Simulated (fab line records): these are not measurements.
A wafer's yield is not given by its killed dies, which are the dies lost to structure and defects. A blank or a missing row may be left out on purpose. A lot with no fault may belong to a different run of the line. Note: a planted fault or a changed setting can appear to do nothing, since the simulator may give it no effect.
fab line records    flow nand_harc
record lots=12  wafers=36  last_day=23
route steps=1159 shown A_SGD_CUT@763 THIN_TSV@1128 END@1159
lots with no fault: from the same line, run without faults
start_h: start of the lot's first displayed wafer, in hours after the record's first day    wait_h: how many hours have passed since the lot's step before this one    " identical to the entry in the row above    L1.1+2: a single row standing in for several wafers    - no value, or no start given    * or withheld: withheld    < > ~ a bound
route shown NAME@n: a module of which the file shows steps, and the number in the route of the first    usual: mean/standard deviation of fault-free wafers    same: alike in all rows    chamber/n: place in a boat    sites: each site's reading    _std_site: the values' standard deviation    _edge_site: outer sites' mean less inner sites'    radius_mm: for every site, how far away it sits from the centre of the wafer    mask NAME#n: copy n    behind: tool/chamber where the wafer was last shaped    hold: why the lot was held/for how many hours/how that ended    device: the n, p or np transistor that did not switch    end of line: at the end of the route, the tests of the same wafers    for a step that has no rows: nothing shown but its recipe    killed: count of dies lost to structure and defects at first sort (not the wafer's yield)    map: a wafer's dies, marking killed ones x, the rest . and places with no die _
set.NAME: the setting that was run; set.NAME@STEP: the one run at that earlier step    model.NAME: the simulator's own value behind a step, which no gauge read
one table for each step of the route and one row for each wafer, over a sample of lots
services: from which hour (start_h, from the record's first day; less than 0 if before it) a tool's chamber was out of use, for how many hours, and why
## steps
# step NHARC_A_SGD_CUT_ETCH_59
# recipe target_depth_a=2600  over_etch_frac=0.25  time_s=406.25  ion_energy_ev=200  n2_flow_sccm=150  h2_flow_sccm=150  ar_flow_sccm=0  rf_w=400  bias_w=150  chemistry=N2/H2
# usual drypump_motor_current_A=5.8/0.32  oes_product_au=1.002/0.0095  rf_vpp_V=429.1/2.6  showerhead_plenum_p_Torr=1.99/0.089  throttle_valve_pct=14.171/0.0084
lot.wafer  tool         chamber  start_h  wait_h  drypump_motor_current_A  oes_product_au  rf_hours_counter_h  rf_vpp_V  showerhead_plenum_p_Torr  throttle_valve_pct
L909.2     rie_diel-07  2        305.56   -       5.6                      0.998           5                   428.3     2.00                      14.161
L909.4     "            0        "        "       5.6                      1.003           5                   427.7     1.93                      14.169
L909.5     "            1        "        "       5.6                      0.992           -                   433.2     2.15                      14.170
L907.3     rie_diel-04  3        305.65   -       5.8                      1.006           1                   425.3     1.90                      14.178
L907.2     "            0        "        "       5.4                      1.012           1                   426.6     1.91                      14.165
L907.6     "            3        "        "       5.8                      0.995           -                   426.2     1.90                      14.181
L911.2     rie_diel-04  0        332.15   -       5.4                      1.004           3                   426.8     1.91                      14.149
L911.1     "            3        "        "       5.8                      0.991           5                   426.9     1.90                      14.181
L911.5     "            0        "        "       5.4                      1.012           -                   427.8     1.91                      14.167
L910.2     rie_diel-07  2        332.66   -       5.6                      1.021           8                   428.2     2.00                      14.177
L910.1     "            3        "        "       5.9                      1.019           8                   425.9     1.92                      14.161
L910.6     "            2        "        "       5.6                      1.015           -                   428.7     2.00                      14.178
L913.1     rie_diel-07  2        354.33   -       5.6                      1.007           10                  430.0     2.00                      14.168
L913.2     "            3        "        "       5.9                      1.009           10                  427.6     1.92                      14.178
L913.4     "            0        "        "       5.6                      1.002           10                  429.1     1.93                      14.171
L917.2     rie_diel-10  0        369.48   -       5.8                      1.000           1                   425.7     1.89                      14.171
L917.4     "            2        "        "       6.3                      1.001           1                   432.2     2.13                      14.186
L917.5     "            0        "        "       5.7                      1.004           -                   426.2     1.89                      14.169
L916.2     rie_diel-04  1        370.31   -       6.6                      1.010           3                   432.1     2.05                      14.180
L916.1     "            2        "        "       6.3                      1.013           9                   433.1     2.09                      14.181
L916.5     "            0        "        "       5.4                      1.005           -                   427.4     1.90                      14.164
L918.2     rie_diel-04  2        380.98   -       6.2                      1.007           10                  431.5     2.09                      14.171
L918.6     "            3        "        "       5.8                      1.003           -                   426.3     1.90                      14.182
L918.5     "            0        "        "       5.4                      1.010           -                   428.6     1.90                      14.183
L919.2     rie_diel-04  0        381.62   -       5.4                      1.017           9                   426.9     1.90                      14.172
L919.1     "            1        "        "       6.6                      1.004           5                   432.6     2.04                      14.177
L919.4     "            2        "        "       6.2                      1.003           10                  431.6     2.09                      14.162
L920.3     rie_diel-10  3        385.79   -       5.8                      0.989           3                   429.8     2.00                      14.179
L920.4     "            2        "        "       6.3                      1.006           3                   432.7     2.13                      14.166
L920.5     "            3        "        "       5.8                      1.006           -                   427.3     2.00                      14.178
L921.4     rie_diel-10  0        393.73   -       5.7                      0.998           5                   424.9     1.89                      14.149
L921.2     "            1        "        "       5.8                      1.010           5                   428.4     1.98                      14.169
L921.6     "            3        "        "       5.8                      0.991           -                   429.3     2.00                      14.176
L924.3     rie_diel-04  0        419.98   -       5.4                      1.012           13                  426.5     1.90                      14.161
L924.2     "            3        "        "       5.8                      1.006           14                  425.8     1.90                      14.175
L924.6     "            0        "        "       5.4                      1.009           -                   427.8     1.90                      14.169
# step NHARC_THIN_TSV_PRE_CLEAN_50
# recipe time_s=30  temp_c=280  gas=H2/He
# usual heater_power_w=420/34
lot.wafer  tool            chamber  start_h  wait_h  heater_power_w
L907.2     pvd_sputter-02  -        -        -       447
L907.3     "               -        "        "       430
L907.6     "               -        "        "       410
L909.4     pvd_sputter-03  -        -        -       472
L909.2     "               -        "        "       403
L909.5     "               -        "        "       479
L910.1     pvd_sputter-03  -        -        -       475
L910.2     "               -        "        "       392
L910.6     "               -        "        "       470
L911.2     pvd_sputter-01  -        -        -       399
L911.1     "               -        "        "       372
L911.5     "               -        "        "       398
L913.1     pvd_sputter-01  -        -        -       386
L913.4     "               -        "        "       396
L913.2     "               -        "        "       365
L916.2     pvd_sputter-03  -        -        -       385
L916.1     "               -        "        "       487
L916.5     "               -        "        "       383
L917.4     pvd_sputter-01  -        -        -       413
L917.2     "               -        "        "       378
L917.5     "               -        "        "       409
L918.2     pvd_sputter-02  -        -        -       400
L918.5     "               -        "        "       402
L918.6     "               -        "        "       432
L919.1     pvd_sputter-02  -        -        -       437
L919.2     "               -        "        "       441
L919.4     "               -        "        "       410
L920.4     pvd_sputter-03  -        -        -       401
L920.3     "               -        "        "       483
L920.5     "               -        "        "       467
L921.2     pvd_sputter-03  -        -        -       483
L921.4     "               -        "        "       397
L921.6     "               -        "        "       498
L924.3     pvd_sputter-02  -        -        -       443
L924.2     "               -        "        "       441
L924.6     "               -        "        "       404
# step NHARC_THIN_TSV_PVD_19
# recipe target_thk_a=200  chamber_pressure_pa=5  material=TaN
# usual throttle_valve_pct=30.3/1.2
lot.wafer  tool            chamber  start_h  wait_h  throttle_valve_pct
L907.3     pvd_sputter-02  -        -        -       31.2
L907.2     "               -        "        "       28.9
L907.6     "               -        "        "       30.8
L909.4     pvd_sputter-03  -        -        -       29.2
L909.2     "               -        "        "       31.0
L909.5     "               -        "        "       31.5
L910.1     pvd_sputter-03  -        -        -       31.3
L910.2     "               -        "        "       28.8
L910.6     "               -        "        "       31.0
L911.2     pvd_sputter-01  -        -        -       30.5
L911.1     "               -        "        "       31.8
L911.5     "               -        "        "       30.9
L913.1     pvd_sputter-01  -        -        -       31.7
L913.4     "               -        "        "       30.9
L913.2     "               -        "        "       29.5
L916.1     pvd_sputter-03  -        -        -       31.5
L916.2     "               -        "        "       29.4
L916.5     "               -        "        "       29.5
L917.4     pvd_sputter-01  -        -        -       29.5
L917.2     "               -        "        "       32.5
L917.5     "               -        "        "       32.7
L918.2     pvd_sputter-02  -        -        -       31.1
L918.6     "               -        "        "       31.2
L918.5     "               -        "        "       30.7
L919.1     pvd_sputter-02  -        -        -       30.9
L919.4     "               -        "        "       28.9
L919.2     "               -        "        "       31.2
L920.3     pvd_sputter-03  -        -        -       31.2
L920.4     "               -        "        "       31.1
L920.5     "               -        "        "       29.2
L921.2     pvd_sputter-03  -        -        -       31.4
L921.4     "               -        "        "       31.2
L921.6     "               -        "        "       31.5
L924.3     pvd_sputter-02  -        -        -       31.1
L924.2     "               -        "        "       30.7
L924.6     "               -        "        "       29.1
# step NHARC_THIN_TSV_DESCUM_35
# recipe time_s=3  o2_flow_sccm=200  ar_flow_sccm=0  bias_power_w=0  chemistry=O2
# usual drypump_motor_current_A=5.69/0.28  oes_product_au=1.001/0.011  rf_vpp_V=57.6/0.97  showerhead_plenum_p_Torr=1.87/0.08  throttle_valve_pct=11.310/0.0092
# same bias_power_w=0
lot.wafer  tool         chamber  start_h  wait_h  drypump_motor_current_A  oes_product_au  rf_hours_counter_h  rf_vpp_V  showerhead_plenum_p_Torr  throttle_valve_pct
L907.3     rie_diel-07  0        425.59   -       5.64                     1.005           1                   58.1      1.81                      11.309
L907.2     "            1        "        "       5.64                     0.987           1                   58.2      2.01                      11.309
L907.6     "            0        "        "       5.64                     1.002           -                   59.0      1.81                      11.322
L909.4     rie_diel-02  0        437.39   -       4.96                     1.022           6                   57.6      1.82                      11.312
L909.2     "            1        "        "       6.21                     0.976           6                   57.1      1.79                      11.306
L909.5     "            0        "        "       4.96                     1.013           -                   56.6      1.82                      11.311
L910.1     rie_diel-10  1        451.04   -       5.69                     1.018           11                  56.6      1.86                      11.280
L910.2     "            2        "        "       6.35                     1.003           11                  57.2      2.00                      11.312
L910.6     "            2        "        "       6.34                     1.002           -                   59.7      2.00                      11.307
L911.2     rie_diel-07  1        452.42   -       5.64                     1.004           3                   59.4      2.01                      11.309
L911.1     "            2        "        "       5.59                     0.992           3                   56.2      1.88                      11.310
L911.5     "            1        "        "       5.64                     0.993           -                   58.9      2.01                      11.312
L913.1     rie_diel-07  0        485.12   -       5.62                     1.006           4                   56.4      1.81                      11.316
L913.4     "            1        "        "       5.64                     0.982           4                   58.4      2.01                      11.311
L913.2     "            3        "        "       5.86                     0.986           4                   57.7      1.80                      11.296
L916.1     rie_diel-02  3        486.16   -       5.42                     1.013           8                   56.6      1.88                      11.308
L916.2     "            0        "        "       4.96                     1.026           10                  56.4      1.82                      11.320
L916.5     "            2        "        "       5.51                     0.995           -                   58.6      2.01                      11.299
L917.2     rie_diel-07  3        492.90   -       5.89                     0.992           4                   56.5      1.80                      11.303
L917.4     "            0        "        "       5.60                     1.010           5                   57.0      1.81                      11.315
L917.5     "            2        "        "       5.58                     0.993           -                   56.8      1.87                      11.302
L918.2     rie_diel-07  3        502.59   -       5.92                     0.990           5                   57.7      1.80                      11.310
L918.6     "            2        "        "       5.58                     1.001           -                   58.2      1.87                      11.321
L918.5     "            0        "        "       5.60                     1.030           -                   57.6      1.81                      11.297
L919.4     rie_diel-07  2        510.90   -       5.61                     0.980           6                   57.7      1.87                      11.301
L919.2     "            0        "        "       5.61                     0.990           6                   57.5      1.81                      11.300
L919.1     "            1        "        "       5.65                     0.988           6                   58.4      2.01                      11.319
L920.4     rie_diel-07  1        514.62   -       5.63                     0.995           7                   57.5      2.01                      11.312
L920.3     "            2        "        "       5.60                     0.998           6                   58.9      1.87                      11.315
L920.5     "            0        "        "       5.65                     1.008           -                   56.5      1.81                      11.321
L921.2     rie_diel-07  3        516.07   -       5.90                     0.990           6                   57.5      1.80                      11.309
L921.4     "            1        "        "       5.67                     0.994           7                   58.4      2.01                      11.322
L921.6     "            3        "        "       5.91                     0.988           -                   56.0      1.80                      11.307
L924.3     rie_diel-10  1        542.87   -       5.74                     1.006           1                   57.1      1.86                      11.328
L924.2     "            0        "        "       5.76                     0.993           1                   55.9      1.77                      11.307
L924.6     "            2        "        "       6.34                     0.991           -                   57.5      1.99                      11.303
# step NHARC_END_SORT_01
# recipe temp_c=25
# usual killed_at_array=27/9.9  killed_at_other=0.6/0.84  killed_at_periphery=3.7/2.5  killed_dies=31/9.9  killed_open=3.0/1.6  killed_short=1.9/1.2
# same gross_dies=677
lot.wafer  tool       chamber  start_h  wait_h  killed_at_array  killed_at_other  killed_at_periphery  killed_dies  killed_open  killed_short
L907.2     prober-02  0        442.75   2.8     14               0                3                    17           4            2
L907.3     prober-02  0        443.53   3.0     23               0                2                    25           6            1
L907.6     prober-02  0        445.89   3.9     19               1                5                    25           3            1
L909.2     prober-02  0        450.52   2.8     19               1                6                    26           4            0
L909.4     prober-02  0        452.10   3.4     24               1                4                    29           3            1
L909.5     prober-02  0        452.90   3.7     17               3                12                   32           1            1
L911.1     prober-02  0        459.93   2.5     30               1                3                    34           3            1
L911.2     prober-02  0        460.72   2.8     24               1                1                    26           3            2
L911.5     prober-02  0        463.10   3.7     24               0                0                    24           0            2
L910.1     prober-01  0        461.19   2.5     28               0                3                    31           6            3
L910.2     prober-01  0        462.00   2.8     38               0                5                    43           3            5
L910.6     prober-01  0        465.20   4.0     32               0                2                    34           2            2
L916.1     prober-01  0        493.64   2.5     37               0                3                    40           4            3
L916.2     prober-01  0        494.45   2.8     25               0                5                    30           3            4
L916.5     prober-01  0        496.85   3.7     30               0                2                    32           4            3
L913.1     prober-02  0        501.36   2.4     20               0                1                    21           1            1
L913.2     prober-02  0        502.16   2.7     19               1                1                    21           3            3
L913.4     prober-02  0        503.75   3.4     23               2                1                    26           4            0
L917.2     prober-01  0        503.23   2.8     35               1                7                    43           5            1
L917.4     prober-01  0        504.84   3.4     38               2                4                    44           6            4
L917.5     prober-01  0        505.64   3.7     35               0                4                    39           6            2
L918.2     prober-01  0        511.91   2.8     46               0                2                    48           3            1
L918.5     prober-01  0        514.30   3.7     25               1                6                    32           5            3
L918.6     prober-01  0        515.09   4.0     53               0                5                    58           4            6
L919.1     prober-02  0        519.70   2.5     14               1                4                    19           5            2
L919.2     prober-02  0        520.51   2.8     11               0                7                    18           3            3
L919.4     prober-02  0        522.12   3.4     23               0                4                    27           3            4
L920.3     prober-01  0        526.65   3.1     46               0                1                    47           0            1
L920.4     prober-01  0        527.44   3.4     30               1                2                    33           2            0
L920.5     prober-01  0        528.23   3.7     39               0                1                    40           2            2
L921.2     prober-02  0        528.33   2.8     17               0                9                    26           5            1
L921.4     prober-02  0        529.92   3.4     21               0                4                    25           3            2
L921.6     prober-02  0        531.52   4.0     29               0                7                    36           4            3
L924.2     prober-01  0        551.34   2.8     32               1                2                    35           1            3
L924.3     prober-01  0        552.14   3.1     79               0                1                    80           0            1
L924.6     prober-01  0        554.55   4.0     81               0                4                    85           6            1
# killed by level:class
L907.2 A_SLIT:chamber_film_flake=4 A_CHANNEL_HOLE_D1:chamber_film_flake=3 A_CONTACT:chamber_film_flake=3 P_CONTACT:geometric_particle:short=1 P_M1:geometric_particle:open=1 A_ONON_D1:geometric_particle:open=1 A_CHANNEL_FILL_D1:geometric_particle:short=1 A_SGD_CUT:geometric_particle:open=1
L907.3 A_SLIT:chamber_film_flake=13 A_CHANNEL_HOLE_D1:geometric_particle:open=2 A_CHANNEL_HOLE_D1:chamber_film_flake=2 A_CONTACT:chamber_film_flake=2 P_CONTACT:geometric_particle:open=1 A_CHANNEL_FILL_D1:geometric_particle:open=1 A_CHANNEL_FILL_D1:geometric_particle:short=1 A_BLC:geometric_particle:open=1
L907.6 A_SLIT:chamber_film_flake=10 P_GATE:chamber_film_flake=4 A_CONTACT:chamber_film_flake=4 A_SGD_CUT:geometric_particle:open=1 A_CONTACT:geometric_particle:open=1 A_BLC:geometric_particle:open=1 P_ZERO_WELL:chamber_film_flake=1 STARTING-WAFER:geometric_particle:short=1
L909.2 A_SLIT:chamber_film_flake=7 P_CONTACT:chamber_film_flake=4 A_CHANNEL_HOLE_D1:chamber_film_flake=3 A_CONTACT:chamber_film_flake=3 A_CONTACT:geometric_particle:open=2 P_M0:geometric_particle:open=1 A_CHANNEL_HOLE_D1:geometric_particle:open=1 P_GATE:chamber_film_flake=1
L909.4 A_SLIT:chamber_film_flake=8 A_CONTACT:chamber_film_flake=6 P_CONTACT:chamber_film_flake=4 A_CHANNEL_HOLE_D1:chamber_film_flake=2 A_STAIRCASE:chamber_film_flake=2 A_CHANNEL_FILL_D1:geometric_particle:open=1 A_CONTACT:geometric_particle:open=1 A_BLC:geometric_particle:short=1
L909.5 A_SLIT:chamber_film_flake=9 P_CONTACT:chamber_film_flake=8 P_M2:chamber_film_flake=3 THIN_TSV:chamber_film_flake=3 A_STAIRCASE:chamber_film_flake=2 A_WL_FILL:chamber_film_flake=2 P_CONTACT:geometric_particle:open=1 A_CHANNEL_FILL_D1:geometric_particle:short=1
L911.1 A_CHANNEL_HOLE_D1:chamber_film_flake=14 A_SLIT:chamber_film_flake=7 A_CONTACT:chamber_film_flake=4 P_M2:geometric_particle:open=1 A_CONTACT:geometric_particle:open=1 A_M0:geometric_particle:open=1 A_M0:geometric_particle:short=1 P_ZERO_WELL:chamber_film_flake=1
L911.2 A_CHANNEL_HOLE_D1:chamber_film_flake=7 A_SLIT:chamber_film_flake=6 A_CONTACT:chamber_film_flake=4 A_CONTACT:geometric_particle:open=2 A_WL_FILL:chamber_film_flake=2 A_CHANNEL_HOLE_D1:geometric_particle:short=1 A_CHANNEL_FILL_D1:geometric_particle:open=1 A_M1:geometric_particle:short=1
L910.1 A_CHANNEL_HOLE_D1:chamber_film_flake=8 A_SLIT:chamber_film_flake=6 A_CONTACT:chamber_film_flake=5 A_SGD_CUT:geometric_particle:short=2 A_CONTACT:geometric_particle:open=2 P_STI:geometric_particle:open=1 P_M2:geometric_particle:open=1 A_WL_FILL:geometric_particle:short=1
L910.2 A_CHANNEL_HOLE_D1:chamber_film_flake=14 A_SLIT:chamber_film_flake=9 A_STAIRCASE:chamber_film_flake=5 P_M1:geometric_particle:open=2 P_GATE:chamber_film_flake=2 A_CHANNEL_FILL_D1:chamber_film_flake=2 P_GATE:geometric_particle:short=1 A_WL_FILL:geometric_particle:short=1
L911.5 A_CHANNEL_HOLE_D1:chamber_film_flake=12 A_SLIT:chamber_film_flake=7 A_CONTACT:chamber_film_flake=2 A_CHANNEL_FILL_D1:geometric_particle:short=1 A_M0:geometric_particle:short=1 A_STAIRCASE:chamber_film_flake=1
L910.6 A_CHANNEL_HOLE_D1:chamber_film_flake=15 A_SLIT:chamber_film_flake=9 A_STAIRCASE:chamber_film_flake=2 P_M1:geometric_particle:open=1 A_CONTACT:geometric_particle:open=1 A_BLC:geometric_particle:short=1 A_M1:geometric_particle:short=1 P_GATE:chamber_film_flake=1
L916.1 A_CHANNEL_HOLE_D1:chamber_film_flake=17 A_WL_FILL:chamber_film_flake=5 A_CONTACT:chamber_film_flake=5 P_ZERO_WELL:chamber_film_flake=2 A_STAIRCASE:chamber_film_flake=2 A_ONON_D1:geometric_particle:short=1 A_WL_FILL:geometric_particle:open=1 A_WL_FILL:geometric_particle:short=1
L916.2 A_CHANNEL_HOLE_D1:chamber_film_flake=8 A_CONTACT:chamber_film_flake=6 A_ONON_D1:geometric_particle:short=3 A_WL_FILL:chamber_film_flake=3 P_ZERO_WELL:chamber_film_flake=2 P_GATE:geometric_particle:open=1 P_M0:geometric_particle:short=1 A_ONON_D1:geometric_particle:open=1
L916.5 A_CHANNEL_HOLE_D1:chamber_film_flake=9 A_STAIRCASE:chamber_film_flake=6 A_WL_FILL:chamber_film_flake=6 A_CONTACT:chamber_film_flake=3 A_CONTACT:geometric_particle:open=2 P_M2:geometric_particle:short=1 A_WL_FILL:geometric_particle:short=1 A_WL_FILL:geometric_particle:open=1
L913.1 A_SLIT:chamber_film_flake=14 A_CONTACT:chamber_film_flake=2 P_GATE:geometric_particle:short=1 A_CHANNEL_HOLE_D1:geometric_particle:open=1 A_CHANNEL_HOLE_D1:chamber_film_flake=1 A_CHANNEL_FILL_D1:chamber_film_flake=1 A_STAIRCASE:chamber_film_flake=1
L913.2 A_SLIT:chamber_film_flake=9 A_CHANNEL_FILL_D1:geometric_particle:short=3 A_CONTACT:chamber_film_flake=2 P_GATE:geometric_particle:open=1 A_CHANNEL_FILL_D1:geometric_particle:open=1 A_M0:geometric_particle:open=1 A_CHANNEL_HOLE_D1:chamber_film_flake=1 A_CHANNEL_FILL_D1:chamber_film_flake=1
L917.2 A_SLIT:chamber_film_flake=17 A_STAIRCASE:chamber_film_flake=6 A_CHANNEL_HOLE_D1:chamber_film_flake=4 P_GATE:geometric_particle:open=3 P_M1:chamber_film_flake=2 A_ZERO_WELL:chamber_film_flake=2 A_CONTACT:chamber_film_flake=2 P_CONTACT:geometric_particle:open=1
L913.4 A_SLIT:chamber_film_flake=12 A_CHANNEL_HOLE_D1:chamber_film_flake=5 STARTING-WAFER:geometric_particle:open=2 A_STAIRCASE:chamber_film_flake=2 P_M0:geometric_particle:open=1 A_SOURCE_PLATE:geometric_particle:open=1 A_ZERO_WELL:chamber_film_flake=1 A_WL_FILL:chamber_film_flake=1
L917.4 A_SLIT:chamber_film_flake=14 A_CONTACT:chamber_film_flake=6 A_CHANNEL_HOLE_D1:chamber_film_flake=5 P_M0:geometric_particle:open=2 A_CONTACT:geometric_particle:short=2 STARTING-WAFER:geometric_particle:open=2 A_STAIRCASE:chamber_film_flake=2 A_SGD_CUT:chamber_film_flake=2
L917.5 A_SLIT:chamber_film_flake=14 A_STAIRCASE:chamber_film_flake=6 A_CONTACT:chamber_film_flake=4 A_CHANNEL_HOLE_D1:chamber_film_flake=3 P_CONTACT:geometric_particle:open=2 A_M0:geometric_particle:open=2 A_M1:geometric_particle:open=2 A_CHANNEL_HOLE_D1:geometric_particle:short=1
L918.2 A_SLIT:chamber_film_flake=21 A_CHANNEL_HOLE_D1:chamber_film_flake=16 A_STAIRCASE:chamber_film_flake=3 A_CONTACT:geometric_particle:open=2 P_STI:chamber_film_flake=2 A_CONTACT:chamber_film_flake=2 A_SGD_CUT:geometric_particle:short=1 A_M0:geometric_particle:open=1
L918.5 A_SLIT:chamber_film_flake=13 A_CHANNEL_HOLE_D1:chamber_film_flake=5 A_CONTACT:geometric_particle:open=3 P_ZERO_WELL:chamber_film_flake=3 A_STAIRCASE:chamber_film_flake=2 P_M0:geometric_particle:open=1 P_M0:geometric_particle:short=1 A_CONTACT:geometric_particle:short=1
L918.6 A_SLIT:chamber_film_flake=22 A_CHANNEL_HOLE_D1:chamber_film_flake=19 A_STAIRCASE:chamber_film_flake=4 P_M0:geometric_particle:short=2 A_M0:geometric_particle:short=2 A_CONTACT:chamber_film_flake=2 P_M0:geometric_particle:open=1 P_BONDPAD:geometric_particle:short=1
L919.1 A_CHANNEL_HOLE_D1:chamber_film_flake=3 A_CONTACT:chamber_film_flake=3 P_M0:geometric_particle:open=1 A_ONON_D1:geometric_particle:short=1 A_ONON_D1:geometric_particle:open=1 A_CHANNEL_FILL_D1:geometric_particle:open=1 A_WL_FILL:geometric_particle:open=1 A_M1:geometric_particle:open=1
L919.2 P_CONTACT:chamber_film_flake=3 A_CHANNEL_HOLE_D1:chamber_film_flake=3 A_ZERO_WELL:chamber_film_flake=2 P_ZERO_WELL:chamber_film_flake=2 A_STAIRCASE:chamber_film_flake=2 P_STI:geometric_particle:short=1 P_CONTACT:geometric_particle:open=1 A_SGD_CUT:geometric_particle:short=1
L919.4 A_CHANNEL_HOLE_D1:chamber_film_flake=14 A_WL_FILL:geometric_particle:open=2 P_STI:geometric_particle:short=1 A_SOURCE_PLATE:geometric_particle:short=1 A_CHANNEL_FILL_D1:geometric_particle:short=1 A_SGD_CUT:geometric_particle:short=1 A_CONTACT:geometric_particle:open=1 P_ZERO_WELL:chamber_film_flake=1
L920.3 A_CHANNEL_HOLE_D1:chamber_film_flake=19 A_SLIT:chamber_film_flake=13 A_BLC:chamber_film_flake=7 A_CONTACT:chamber_film_flake=5 A_CHANNEL_HOLE_D1:geometric_particle:short=1 P_STI:chamber_film_flake=1 A_STAIRCASE:chamber_film_flake=1
L920.4 A_SLIT:chamber_film_flake=13 A_CONTACT:chamber_film_flake=6 A_CHANNEL_HOLE_D1:chamber_film_flake=5 A_STAIRCASE:chamber_film_flake=3 A_ONON_D1:geometric_particle:open=1 A_M0:geometric_particle:open=1 P_STI:chamber_film_flake=1 P_BONDPAD:chamber_film_flake=1
L920.5 A_CHANNEL_HOLE_D1:chamber_film_flake=15 A_SLIT:chamber_film_flake=13 A_STAIRCASE:chamber_film_flake=2 A_BLC:chamber_film_flake=2 A_ONON_D1:geometric_particle:short=1 A_CHANNEL_FILL_D1:geometric_particle:open=1 A_CHANNEL_FILL_D1:geometric_particle:short=1 A_CONTACT:geometric_particle:open=1
L921.2 A_CONTACT:chamber_film_flake=6 A_CHANNEL_HOLE_D1:chamber_film_flake=5 P_ZERO_WELL:chamber_film_flake=4 P_GATE:chamber_film_flake=3 P_GATE:geometric_particle:open=1 P_CONTACT:geometric_particle:open=1 A_CHANNEL_HOLE_D1:geometric_particle:open=1 A_CHANNEL_FILL_D1:geometric_particle:short=1
L921.4 A_CONTACT:chamber_film_flake=6 A_CHANNEL_HOLE_D1:chamber_film_flake=4 A_BLC:chamber_film_flake=4 A_STAIRCASE:chamber_film_flake=3 A_M0:geometric_particle:open=2 P_ZERO_WELL:chamber_film_flake=2 P_GATE:geometric_particle:short=1 A_CHANNEL_FILL_D1:geometric_particle:short=1
L921.6 A_CONTACT:chamber_film_flake=12 A_CHANNEL_HOLE_D1:chamber_film_flake=6 A_BLC:chamber_film_flake=4 P_STI:chamber_film_flake=2 P_GATE:geometric_particle:open=1 P_CONTACT:geometric_particle:short=1 P_M0:geometric_particle:open=1 A_SGD_CUT:geometric_particle:short=1
L924.2 A_SLIT:chamber_film_flake=11 A_CHANNEL_HOLE_D1:chamber_film_flake=8 A_CONTACT:chamber_film_flake=6 A_STAIRCASE:chamber_film_flake=2 A_CHANNEL_HOLE_D1:geometric_particle:short=1 A_CHANNEL_FILL_D1:geometric_particle:short=1 A_SLIT:geometric_particle:short=1 A_CONTACT:geometric_particle:open=1
L924.3 A_SGD_CUT:unspecified=47 A_SLIT:chamber_film_flake=19 A_CHANNEL_HOLE_D1:chamber_film_flake=4 A_CONTACT:chamber_film_flake=4 A_STAIRCASE:chamber_film_flake=3 A_SOURCE_PLATE:geometric_particle:short=1 P_STI:chamber_film_flake=1 A_SGD_CUT:chamber_film_flake=1
L924.6 A_SGD_CUT:unspecified=49 A_SLIT:chamber_film_flake=16 A_CHANNEL_HOLE_D1:chamber_film_flake=5 A_STAIRCASE:chamber_film_flake=3 A_CONTACT:chamber_film_flake=3 P_CONTACT:geometric_particle:open=2 A_BLC:geometric_particle:open=2 A_CHANNEL_HOLE_D1:geometric_particle:open=1
## services
tool            chamber  start_h  hours  kind
rie_diel-04     -        289.00   9.0    pm
pvd_sputter-03  -        303.60   2.1    repair
rie_diel-10     -        304.24   2.2    repair
rie_diel-04     1        308.95   42.5   repair
rie_diel-04     0        310.40   7.8    repair
pvd_sputter-01  -        317.58   5.5    repair
pvd_sputter-03  -        318.67   3.1    repair
pvd_sputter-01  -        336.06   10.0   pm
rie_diel-04     0        356.92   3.0    repair
pvd_sputter-01  -        376.65   2.5    repair
pvd_sputter-01  -        391.63   3.1    repair
pvd_sputter-02  -        392.12   10.0   pm
rie_diel-07     -        405.20   9.0    pm
rie_diel-04     3        411.78   5.9    repair
rie_diel-04     1        414.37   2.7    repair
rie_diel-04     -        450.94   0.3    repair
pvd_sputter-01  -        453.74   3.7    repair
pvd_sputter-03  -        458.00   10.0   pm
rie_diel-04     0        463.28   6.4    repair
rie_diel-04     -        466.00   9.0    pm
rie_diel-07     -        474.03   0.3    repair
rie_diel-04     -        493.37   1.2    repair
rie_diel-07     1        496.21   7.8    repair
pvd_sputter-01  -        514.06   10.0   pm
## key
first_sign step=NHARC_END_SORT_01  reading=killed_at_array  direction=up  sigmas=5.3  usual=27  struck=80
effect step=NHARC_END_SORT_01  reading=killed_dies  direction=up  sigmas=5.2  usual=31  struck=82
more_kills_born_at NHARC_A_SGD_CUT_ETCH_59@rie_diel-04=96
met_at NHARC_A_SGD_CUT_ETCH_59
struck_lots L924
struck_wafers L924.3,L924.6
tester_left_out L924
not_acting_at NHARC_THIN_TSV_PRE_CLEAN_50,NHARC_THIN_TSV_PVD_19,NHARC_THIN_TSV_DESCUM_35
onset_between 381.62 419.98
fault kind=chamber_particle_source  tool=rie_diel-04  chamber=0  onset_h=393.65  steps=NHARC_A_SGD_CUT_ETCH_59  rate_per_visit_cm2=0.64158  end_h=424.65
# tester_left_out: of these lots the tester's yield and bins aren't shown, on N5 and GAA mostly nor the transistor test; their killed dies are dies lost to structure and defects alone, not to doping, threshold or leakage, so they don't give the yield
